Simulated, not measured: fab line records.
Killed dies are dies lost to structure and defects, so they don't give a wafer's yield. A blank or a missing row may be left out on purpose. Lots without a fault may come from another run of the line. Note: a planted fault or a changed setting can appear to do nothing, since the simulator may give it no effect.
fab line records    flow nand-harc    part 1 of 2: steps 1 to 4 of 6
[record] lots = 24  wafers = 72  last-day = 25
route steps=1159 shown A_STAIRCASE@552
lots with no fault: from the same line, run without faults
start-h: hours from the record's opening day to when the first of the lot's shown wafers began    wait-h: hours since the lot's step before    " unchanged from the row above    L1.1+2: one row covering several wafers at once    - no value present, or no start provided    * or withheld: withheld    < > ~ a bound
route shown NAME@n: names a module that has steps shown in the file, with the first one's number in the route    usual: mean and standard deviation over wafers with no fault    same: alike in all rows    chamber/n: place in a boat    sites: per-site readings    _std_site: how widely they spread, as a standard deviation    _edge_site: outer sites' mean less inner sites'    radius-mm: how far each site lies from the wafer's centre    mask NAME#n: copy n    behind: the last tool/chamber to shape the wafer    hold: what put the lot on hold/how long, in hours/how the hold closed    device: the n, p or np transistor that did not switch    end of line: the same wafers' tests at the end of the route    a step with no rows: only its recipe    killed: dies that structure and defects cost at the first sort, which is not the same as the wafer's yield    map: dies across one wafer; x = killed, . = not, _ = none there
set.NAME: the run value of the setting; set.NAME@STEP: its run value at that earlier step    model.NAME: the simulator's own value behind a step, which no gauge read
the route's steps for a sample of lots (tables are steps, rows are wafers)
services: a tool's chamber out of use, with start hour (start-h, from the record's first day; less than 0 if before it), hours out, and reason
[[steps]]
[step NHARC_A_STAIRCASE_TRIM_16]
[recipe] time-s = 211.2  o2-flow-sccm = 500  ar-flow-sccm = 0  bias-w = 0  chemistry = O2
[usual] drypump-motor-current-A = 5.7/0.47  oes-product-au = 1.003/0.014  rf-vpp-V = 57.8/0.91  showerhead-plenum-p-Torr = 3.51/0.16  throttle-valve-pct = 17.036/0.0096
lot.wafer  tool         chamber  start-h  wait-h  drypump-motor-current-A  oes-product-au  rf-hours-counter-h  rf-vpp-V  showerhead-plenum-p-Torr  throttle-valve-pct
L075.2     rie-diel-10  1        -        -       6.3                      1.007           22                  57.5      3.28                      17.036
L075.5     "            1        "        "       6.3                      1.008           -                   57.3      3.28                      17.037
L075.4     "            2        "        "       5.6                      1.013           -                   57.3      3.44                      17.035
L074.2     rie-diel-13  3        -        -       5.0                      1.006           47                  57.5      3.34                      17.032
L074.4     "            0        "        "       5.3                      1.041           54                  56.6      3.28                      17.033
L074.5     "            3        "        "       5.0                      1.006           -                   58.1      3.34                      17.047
L077.1     rie-diel-11  3        -        -       5.9                      1.008           22                  58.2      3.49                      17.052
L077.6     "            3        "        "       5.9                      0.994           -                   57.5      3.49                      17.016
L077.4     "            0        "        "       6.1                      0.988           -                   57.2      3.57                      17.025
L076.2     rie-diel-10  3        -        -       6.0                      0.993           33                  57.1      3.62                      17.036
L076.1     "            1        "        "       6.3                      1.014           33                  57.8      3.27                      17.036
L076.5     "            3        "        "       6.0                      0.992           -                   58.5      3.62                      17.037
L078.1     rie-diel-11  2        -        -       6.5                      1.006           2                   56.8      3.58                      17.057
L078.3     "            0        "        "       6.1                      1.001           28                  57.8      3.57                      17.038
L078.5     "            3        "        "       5.9                      1.010           -                   56.7      3.49                      17.029
L079.4     rie-diel-13  0        -        -       5.3                      1.043           66                  58.2      3.27                      17.036
L079.5     "            1        "        "       5.6                      0.988           -                   57.3      3.44                      17.036
L079.6     "            2        "        "       5.4                      1.018           -                   59.3      3.69                      17.034
L080.4     rie-diel-10  0        -        -       6.3                      1.000           6                   57.8      3.73                      17.026
L080.3     "            1        "        "       6.3                      1.007           40                  56.9      3.27                      17.026
L080.5     "            0        "        "       6.3                      0.995           -                   58.2      3.73                      17.034
L083.1     rie-diel-10  1        -        -       6.3                      0.995           43                  58.1      3.27                      17.036
L083.2     "            2        "        "       5.6                      1.012           40                  58.5      3.42                      17.023
L083.3     "            3        "        "       6.0                      0.997           44                  58.4      3.62                      17.042
L082.3     rie-diel-11  2        -        -       6.5                      0.994           9                   58.4      3.57                      17.047
L082.2     "            3        "        "       5.9                      1.001           33                  57.7      3.49                      17.043
L082.5     "            2        "        "       6.5                      0.990           -                   57.8      3.57                      17.029
L081.2     rie-diel-11  2        -        -       6.5                      0.993           10                  58.0      3.57                      17.032
L081.3     "            0        "        "       6.1                      0.997           35                  58.4      3.57                      17.035
L081.5     "            2        "        "       6.5                      0.982           -                   58.8      3.57                      17.032
L085.1     rie-diel-11  0        -        -       6.1                      0.997           41                  56.5      3.56                      17.043
L085.2     "            2        "        "       6.5                      0.982           15                  59.8      3.57                      17.032
L085.6     "            3        "        "       5.9                      1.003           -                   56.5      3.48                      17.041
L084.2     rie-diel-13  3        -        -       5.0                      1.012           3                   56.0      3.33                      17.026
L084.1     "            0        "        "       5.3                      1.029           3                   60.0      3.81                      17.041
L084.3     "            1        "        "       5.6                      0.984           3                   58.2      3.44                      17.024
L088.2     rie-diel-11  0        -        -       6.0                      0.994           47                  57.7      3.56                      17.050
L088.1     "            1        "        "       5.2                      0.978           48                  56.3      3.32                      17.031
L088.4     "            3        "        "       5.9                      1.001           45                  56.5      3.48                      17.044
L086.1     rie-diel-10  3        -        -       6.0                      1.008           60                  58.7      3.61                      17.044
L086.3     "            0        "        "       6.3                      1.018           24                  58.6      3.72                      17.023
L086.6     "            2        "        "       5.6                      1.008           -                   57.4      3.42                      17.042
L087.3     rie-diel-13  0        -        -       5.3                      1.031           12                  57.6      3.80                      17.046
L087.4     "            1        "        "       5.6                      0.995           12                  57.2      3.43                      17.026
L087.5     "            0        "        "       5.2                      1.028           -                   58.5      3.80                      17.047
L090.3     rie-diel-11  1        -        -       5.2                      0.986           52                  57.8      3.32                      17.042
L090.4     "            2        "        "       6.5                      1.003           26                  58.3      3.56                      17.059
L090.2     "            3        "        "       5.9                      1.009           50                  56.8      3.48                      17.039
L089.2     rie-diel-10  0        -        -       6.3                      1.010           28                  59.8      3.72                      17.046
L089.1     "            1        "        "       6.3                      1.012           61                  57.4      3.26                      17.046
L089.5     "            2        "        "       5.6                      1.005           -                   59.6      3.41                      17.031
L091.1     rie-diel-10  0        -        -       6.3                      1.001           32                  59.6      3.72                      17.044
L091.2     "            2        "        "       5.6                      1.015           64                  58.4      3.41                      17.019
L091.6     "            0        "        "       6.3                      1.001           -                   58.6      3.72                      17.028
L092.3     rie-diel-10  2        -        -       5.6                      1.006           64                  57.6      3.41                      17.040
L092.1     "            3        "        "       6.0                      0.991           68                  57.5      3.60                      17.019
L092.5     "            3        "        "       6.0                      0.995           -                   58.8      3.60                      17.034
L093.3     rie-diel-13  1        -        -       5.6                      0.997           23                  57.8      3.42                      17.033
L093.6     "            3        "        "       5.0                      1.024           -                   57.2      3.32                      17.032
L093.5     "            0        "        "       5.2                      1.014           -                   58.2      3.80                      17.025
L094.2     rie-diel-13  3        -        -       5.0                      1.019           31                  58.3      3.32                      17.022
L094.3     "            0        "        "       5.3                      1.011           32                  57.3      3.79                      17.047
L094.4     "            2        "        "       5.4                      0.992           32                  58.4      3.67                      17.047
L096.3     rie-diel-10  2        -        -       5.6                      1.009           4                   58.1      3.41                      17.041
L096.1     "            0        "        "       6.3                      1.002           5                   58.9      3.71                      17.029
L096.4     "            1        "        "       6.3                      0.989           -                   58.7      3.80                      17.039
L095.2     rie-diel-13  3        -        -       4.9                      1.025           33                  56.9      3.32                      17.061
L095.4     "            0        "        "       5.3                      1.019           34                  59.2      3.79                      17.041
L095.5     "            2        "        "       5.5                      0.995           -                   58.4      3.67                      17.037
L097.3     rie-diel-11  3        -        -       5.9                      1.007           6                   57.2      3.47                      17.030
L097.4     "            0        "        "       6.1                      0.990           4                   57.5      3.55                      17.031
L097.6     "            2        "        "       6.5                      1.000           -                   58.6      3.55                      17.033
[step NHARC_A_STAIRCASE_DESCUM_186]
[recipe] time-s = 3  o2-flow-sccm = 200  ar-flow-sccm = 0  bias-power-w = 0  chemistry = O2
[usual] drypump-motor-current-A = 5.7/0.47  oes-product-au = 1.003/0.016  rf-vpp-V = 57.9/0.89  showerhead-plenum-p-Torr = 1.91/0.1  throttle-valve-pct = 11.311/0.0086
[same] bias-power-w = 0
lot.wafer  tool         chamber  start-h  wait-h  drypump-motor-current-A  oes-product-au  rf-hours-counter-h  rf-vpp-V  showerhead-plenum-p-Torr  throttle-valve-pct
L075.2     rie-diel-11  1        233.36   -       5.2                      0.984           15                  59.4      1.80                      11.304
L075.5     "            0        "        "       6.1                      1.005           -                   57.4      1.94                      11.301
L075.4     "            3        "        "       5.9                      1.014           -                   57.1      1.90                      11.311
L074.2     rie-diel-13  3        238.07   -       4.9                      1.006           48                  55.8      1.81                      11.311
L074.4     "            0        "        "       5.3                      1.038           55                  58.8      1.77                      11.307
L074.5     "            3        "        "       4.9                      1.005           -                   57.7      1.81                      11.321
L077.1     rie-diel-13  0        252.55   -       5.3                      1.052           61                  55.9      1.76                      11.317
L077.4     "            3        "        "       4.9                      1.019           53                  56.5      1.80                      11.309
L077.6     "            0        "        "       5.2                      1.053           -                   58.3      1.76                      11.315
L076.2     rie-diel-13  1        256.26   -       5.6                      0.979           63                  59.7      1.86                      11.303
L076.1     "            0        "        "       5.2                      1.052           62                  55.8      1.76                      11.320
L076.5     "            2        "        "       5.4                      1.022           -                   59.0      2.01                      11.308
L078.1     rie-diel-10  2        262.39   -       5.6                      1.004           35                  56.4      1.85                      11.284
L078.3     "            3        "        "       6.0                      0.994           38                  58.3      1.97                      11.316
L078.5     "            2        "        "       5.6                      1.009           -                   58.3      1.85                      11.302
L079.4     rie-diel-10  2        272.16   -       5.6                      1.006           38                  57.3      1.85                      11.307
L079.6     "            0        "        "       6.3                      0.980           -                   59.2      2.03                      11.302
L079.5     "            1        "        "       6.3                      1.009           -                   57.7      1.76                      11.327
L080.3     rie-diel-10  2        273.24   -       5.6                      1.004           39                  57.2      1.85                      11.319
L080.4     "            0        "        "       6.3                      0.991           8                   57.8      2.03                      11.300
L080.5     "            2        "        "       5.6                      1.014           -                   57.4      1.85                      11.305
L083.2     rie-diel-10  3        282.44   -       6.0                      0.989           45                  59.3      1.96                      11.316
L083.3     "            1        "        "       6.3                      0.992           45                  57.5      1.76                      11.325
L083.1     "            2        "        "       5.6                      0.995           41                  56.7      1.85                      11.307
L082.3     rie-diel-11  2        284.03   -       6.5                      0.999           11                  58.5      1.94                      11.303
L082.2     "            0        "        "       6.1                      0.999           37                  57.9      1.93                      11.296
L082.5     "            2        "        "       6.5                      0.990           -                   58.2      1.94                      11.308
L081.3     rie-diel-13  3        288.55   -       4.9                      1.012           1                   57.2      1.80                      11.325
L081.2     "            1        "        "       5.6                      1.001           1                   58.3      1.86                      11.307
L081.5     "            3        "        "       5.0                      1.021           -                   57.6      1.80                      11.300
L085.1     rie-diel-11  2        294.29   -       6.5                      0.987           17                  57.4      1.94                      11.300
L085.2     "            3        "        "       5.9                      0.992           41                  57.2      1.89                      11.299
L085.6     "            1        "        "       5.2                      0.977           -                   57.5      1.79                      11.323
L084.1     rie-diel-13  3        297.01   -       4.9                      1.014           5                   59.4      1.80                      11.308
L084.2     "            1        "        "       5.6                      0.995           5                   58.1      1.86                      11.311
L084.3     "            2        "        "       5.4                      0.996           5                   57.6      2.00                      11.326
L088.2     rie-diel-13  0        316.73   -       5.2                      1.020           10                  58.2      2.07                      11.305
L088.4     "            1        "        "       5.6                      0.992           10                  57.5      1.86                      11.296
L088.1     "            2        "        "       5.4                      0.992           11                  58.4      2.00                      11.307
L086.3     rie-diel-10  1        319.29   -       6.3                      0.992           59                  56.4      1.76                      11.318
L086.1     "            3        "        "       6.0                      0.994           61                  56.8      1.96                      11.326
L086.6     "            0        "        "       6.3                      1.000           -                   57.0      2.02                      11.315
L087.3     rie-diel-11  0        323.46   -       6.0                      0.994           50                  57.7      1.93                      11.308
L087.4     "            1        "        "       5.2                      0.980           51                  56.6      1.79                      11.311
L087.5     "            0        "        "       6.1                      0.997           -                   57.3      1.93                      11.308
L090.2     rie-diel-10  0        330.11   -       6.3                      0.990           29                  57.8      2.02                      11.320
L090.3     "            1        "        "       6.3                      0.998           62                  58.9      1.76                      11.300
L090.4     "            2        "        "       5.6                      0.997           61                  57.9      1.85                      11.310
L089.2     rie-diel-13  0        330.28   -       5.2                      1.031           17                  58.1      2.07                      11.310
L089.1     "            1        "        "       5.6                      0.998           16                  56.8      1.86                      11.312
L089.5     "            3        "        "       5.0                      1.010           -                   58.0      1.80                      11.308
L091.1     rie-diel-13  3        343.75   -       4.9                      1.011           21                  57.9      1.80                      11.302
L091.2     "            0        "        "       5.3                      1.008           22                  58.6      2.07                      11.312
L091.6     "            2        "        "       5.4                      0.995           -                   57.4      2.00                      11.311
L092.1     rie-diel-10  1        344.18   -       6.3                      0.997           63                  59.1      2.08                      11.319
L092.3     "            3        "        "       6.0                      0.995           68                  57.0      1.96                      11.306
L092.5     "            0        "        "       6.3                      0.992           -                   56.9      2.02                      11.306
L093.3     rie-diel-13  3        350.73   -       5.0                      1.020           25                  57.3      1.79                      11.303
L093.5     "            1        "        "       5.6                      0.994           -                   58.6      1.85                      11.329
L093.6     "            2        "        "       5.4                      1.000           -                   58.5      2.00                      11.321
L094.4     rie-diel-10  3        372.16   -       6.0                      1.019           2                   56.8      1.96                      11.323
L094.3     "            1        "        "       6.3                      1.009           2                   59.0      2.07                      11.305
L094.2     "            2        "        "       5.6                      1.026           2                   58.9      1.84                      11.309
L095.2     rie-diel-13  0        379.87   -       5.2                      1.020           35                  58.3      2.06                      11.317
L095.4     "            1        "        "       5.5                      1.007           38                  58.4      1.85                      11.317
L095.5     "            3        "        "       4.9                      1.025           -                   57.8      1.79                      11.310
L096.4     rie-diel-13  0        379.91   -       5.2                      1.026           35                  59.4      2.06                      11.311
L096.3     "            1        "        "       5.6                      1.010           38                  58.4      1.85                      11.296
L096.1     "            2        "        "       5.4                      1.000           37                  57.6      1.99                      11.307
L097.3     rie-diel-10  2        391.71   -       5.6                      1.011           10                  56.6      1.84                      11.311
L097.4     "            3        "        "       6.0                      1.012           6                   58.3      1.95                      11.310
L097.6     "            2        "        "       5.6                      1.002           -                   57.3      1.84                      11.319
[step NHARC_A_STAIRCASE_HM_DEP_456]
[recipe] target-thk-a = 15000  temp-c = 400  material = aC
[usual] throttle-valve-pct = 34.999/0.0094
lot.wafer  tool        chamber  start-h  wait-h  throttle-valve-pct
L075.2     acl-dep-02  0        247.25   -       34.997
L075.4     "           0        "        "       35.006
L075.5     "           0        "        "       35.017
L074.2     acl-dep-01  0        249.68   -       35.012
L074.4     "           0        "        "       35.010
L074.5     "           0        "        "       35.008
L077.1     acl-dep-03  0        264.88   -       34.982
L077.4     "           0        "        "       34.998
L077.6     "           0        "        "       34.998
L076.1     acl-dep-02  0        266.35   -       34.982
L076.2     "           0        "        "       35.000
L076.5     "           0        "        "       35.014
L078.1     acl-dep-02  0        274.19   -       34.989
L078.3     "           0        "        "       34.998
L078.5     "           0        "        "       35.001
L079.4     acl-dep-02  0        282.33   -       34.984
L079.5     "           0        "        "       35.023
L079.6     "           0        "        "       34.986
L080.3     acl-dep-03  0        285.68   -       35.028
L080.4     "           0        "        "       34.991
L080.5     "           0        "        "       34.986
L083.1     acl-dep-02  0        294.80   -       35.004
L083.2     "           0        "        "       35.021
L083.3     "           0        "        "       35.012
L082.2     acl-dep-03  0        294.80   -       34.997
L082.3     "           0        "        "       35.005
L082.5     "           0        "        "       34.990
L081.2     acl-dep-03  0        301.20   -       35.018
L081.3     "           0        "        "       34.990
L081.5     "           0        "        "       35.003
L085.1     acl-dep-01  0        308.06   -       34.993
L085.2     "           0        "        "       34.987
L085.6     "           0        309.60   -       35.003
L084.1     acl-dep-03  0        311.84   -       35.005
L084.2     "           0        "        "       35.004
L084.3     "           0        "        "       35.007
L088.1     acl-dep-02  0        325.91   -       34.997
L088.2     "           0        "        "       34.980
L088.4     "           0        "        "       34.998
L086.1     acl-dep-03  0        329.48   -       35.003
L086.3     "           0        "        "       34.997
L086.6     "           0        "        "       35.004
L087.3     acl-dep-02  0        332.76   -       35.006
L087.4     "           0        "        "       34.991
L087.5     "           0        "        "       34.991
L089.1     acl-dep-01  0        340.29   -       35.005
L089.2     "           0        "        "       35.002
L089.5     "           0        "        "       34.985
L090.2     acl-dep-02  0        340.50   -       34.983
L090.3     "           0        "        "       34.990
L090.4     "           0        "        "       34.992
L092.1     acl-dep-01  0        357.40   -       35.001
L092.3     "           0        "        "       35.005
L092.5     "           0        "        "       34.998
L091.1     acl-dep-01  0        359.27   -       34.995
L091.2     "           0        "        "       35.001
L091.6     "           0        360.81   -       35.003
L093.3     acl-dep-02  0        365.72   -       35.006
L093.5     "           0        "        "       34.991
L093.6     "           0        "        "       34.997
L094.2     acl-dep-01  0        383.58   -       34.995
L094.3     "           0        "        "       35.016
L094.4     "           0        "        "       34.987
L095.2     acl-dep-03  0        390.00   -       35.003
L095.4     "           0        "        "       34.994
L095.5     "           0        "        "       35.005
L096.1     acl-dep-02  0        390.54   -       34.998
L096.3     "           0        "        "       34.992
L096.4     "           0        "        "       34.995
L097.3     acl-dep-02  0        402.26   -       35.000
L097.4     "           0        "        "       34.990
L097.6     "           0        "        "       35.008
[step NHARC_A_STAIRCASE_DESCUM_291]
[recipe] time-s = 3  o2-flow-sccm = 200  ar-flow-sccm = 0  bias-power-w = 0  chemistry = O2
[usual] drypump-motor-current-A = 5.7/0.48  oes-product-au = 1.000/0.014  rf-vpp-V = 57.7/0.89  showerhead-plenum-p-Torr = 1.90/0.087  throttle-valve-pct = 11.310/0.009
[same] bias-power-w = 0
lot.wafer  tool         chamber  start-h  wait-h  drypump-motor-current-A  oes-product-au  rf-hours-counter-h  rf-vpp-V  showerhead-plenum-p-Torr  throttle-valve-pct
L075.2     rie-diel-10  2        249.78   -       5.6                      1.007           30                  58.2      1.86                      11.302
L075.5     "            3        "        "       6.0                      1.007           -                   59.0      1.97                      11.298
L075.4     "            1        "        "       6.3                      1.010           -                   57.3      1.77                      11.308
L074.2     rie-diel-10  1        252.21   -       6.3                      1.012           34                  56.7      1.77                      11.300
L074.4     "            2        "        "       5.6                      1.009           -                   56.3      1.86                      11.301
L074.5     "            1        "        "       6.3                      1.000           -                   56.3      1.76                      11.308
L077.1     rie-diel-11  3        267.77   -       5.9                      1.014           29                  56.9      1.89                      11.318
L077.4     "            2        "        "       6.5                      0.990           4                   59.5      1.94                      11.293
L077.6     "            3        "        "       5.9                      1.008           -                   57.0      1.89                      11.302
L076.2     rie-diel-10  3        269.07   -       6.0                      0.987           40                  58.1      1.97                      11.298
L076.1     "            0        "        "       6.3                      0.997           6                   57.7      2.03                      11.304
L076.5     "            3        "        "       6.0                      0.996           -                   57.3      1.97                      11.330
L078.3     rie-diel-11  0        277.01   -       6.0                      0.999           32                  58.5      1.94                      11.318
L078.1     "            2        "        "       6.5                      0.992           7                   56.6      1.94                      11.311
L078.5     "            0        "        "       6.1                      0.998           -                   58.9      1.94                      11.312
L079.4     rie-diel-11  1        284.37   -       5.2                      0.972           38                  56.7      1.79                      11.301
L079.6     "            3        "        "       5.9                      0.996           -                   57.8      1.89                      11.307
L079.5     "            0        "        "       6.0                      1.005           -                   58.7      1.93                      11.318
L080.3     rie-diel-11  1        287.78   -       5.2                      0.970           40                  56.2      1.79                      11.315
L080.4     "            3        "        "       5.9                      0.998           37                  57.9      1.89                      11.312
L080.5     "            2        "        "       6.5                      0.983           -                   57.4      1.94                      11.313
L082.3     rie-diel-13  2        297.52   -       5.4                      0.988           6                   58.4      2.00                      11.314
L082.2     "            1        "        "       5.5                      0.986           5                   58.0      1.86                      11.313
L082.5     "            2        "        "       5.4                      0.997           -                   58.4      2.00                      11.295
L083.2     rie-diel-11  1        297.73   -       5.1                      0.972           44                  57.4      1.79                      11.318
L083.3     "            2        "        "       6.5                      0.991           18                  57.2      1.94                      11.324
L083.1     "            0        "        "       6.1                      0.995           43                  57.8      1.93                      11.296
L081.2     rie-diel-10  1        303.82   -       6.3                      0.991           55                  56.8      1.76                      11.300
L081.3     "            0        "        "       6.3                      1.001           22                  57.6      2.03                      11.324
L081.5     "            2        "        "       5.6                      1.004           -                   57.4      1.85                      11.309
L085.2     rie-diel-11  0        310.96   -       6.1                      1.000           46                  55.9      1.93                      11.291
L085.1     "            1        "        "       5.2                      0.980           47                  56.4      1.79                      11.320
L085.6     "            3        "        "       5.9                      1.002           -                   57.1      1.89                      11.300
L084.1     rie-diel-11  2        314.83   -       6.5                      0.992           22                  57.8      1.94                      11.293
L084.3     "            0        "        "       6.1                      1.002           47                  57.8      1.93                      11.298
L084.2     "            1        "        "       5.2                      0.976           48                  57.3      1.79                      11.296
L088.1     rie-diel-11  2        328.77   -       6.5                      0.994           27                  58.0      1.93                      11.310
L088.2     "            3        "        "       5.9                      1.016           50                  58.1      1.88                      11.305
L088.4     "            0        "        "       6.1                      0.995           53                  58.5      1.93                      11.311
L086.1     rie-diel-11  0        332.31   -       6.1                      1.002           54                  57.8      1.93                      11.294
L086.3     "            1        "        "       5.2                      0.977           55                  57.2      1.79                      11.312
L086.6     "            1        "        "       5.2                      0.978           -                   56.8      1.79                      11.306
L087.3     rie-diel-13  2        335.03   -       5.4                      1.000           18                  58.2      2.00                      11.306
L087.4     "            0        "        "       5.3                      1.021           18                  57.6      2.07                      11.321
L087.5     "            3        "        "       4.9                      1.027           -                   57.1      1.80                      11.324
L090.4     rie-diel-11  2        343.05   -       6.5                      0.996           34                  58.2      1.93                      11.313
L090.3     "            3        "        "       5.9                      1.013           57                  57.3      1.88                      11.314
L090.2     "            0        "        "       6.0                      1.004           59                  57.8      1.93                      11.309
L089.2     rie-diel-13  1        343.22   -       5.6                      0.985           22                  57.5      1.85                      11.320
L089.1     "            2        "        "       5.4                      0.986           20                  58.7      2.00                      11.331
L089.5     "            3        "        "       5.0                      1.019           -                   57.6      1.80                      11.320
L092.1     rie-diel-13  2        360.27   -       5.4                      0.992           29                  58.9      1.99                      11.309
L092.3     "            3        "        "       4.9                      1.017           27                  56.1      1.79                      11.307
L092.5     "            2        "        "       5.4                      0.994           -                   58.4      2.00                      11.318
L091.1     rie-diel-13  0        362.20   -       5.2                      1.023           29                  58.4      2.07                      11.308
L091.2     "            1        "        "       5.6                      0.999           31                  57.4      1.85                      11.300
L091.6     "            3        "        "       4.9                      1.016           -                   57.0      1.79                      11.316
L093.3     rie-diel-10  0        367.88   -       6.2                      0.994           1                   57.8      2.02                      11.311
L093.6     "            1        "        "       6.3                      1.007           -                   57.8      2.08                      11.306
L093.5     "            2        "        "       5.5                      1.016           -                   59.7      1.84                      11.304
L094.4     rie-diel-13  1        385.99   -       5.6                      0.996           41                  56.8      1.85                      11.323
L094.3     "            2        "        "       5.4                      0.984           40                  56.8      1.99                      11.318
L094.2     "            3        "        "       5.0                      1.024           38                  56.6      1.79                      11.310
L095.2     rie-diel-11  3        392.56   -       5.9                      0.988           8                   58.5      1.88                      11.305
L095.4     "            2        "        "       6.5                      0.989           8                   57.9      1.93                      11.301
L095.5     "            3        "        "       5.9                      0.981           -                   57.6      1.88                      11.306
L096.4     rie-diel-13  2        393.46   -       5.4                      0.982           44                  59.0      1.99                      11.304
L096.3     "            3        "        "       5.0                      1.012           40                  58.5      1.79                      11.310
L096.1     "            0        "        "       5.2                      1.013           40                  59.8      2.06                      11.307
L097.3     rie-diel-10  0        404.50   -       6.3                      1.009           17                  57.3      2.02                      11.321
L097.4     "            1        "        "       6.3                      0.987           17                  57.1      2.07                      11.328
L097.6     "            2        "        "       5.6                      1.015           -                   57.4      1.84                      11.312
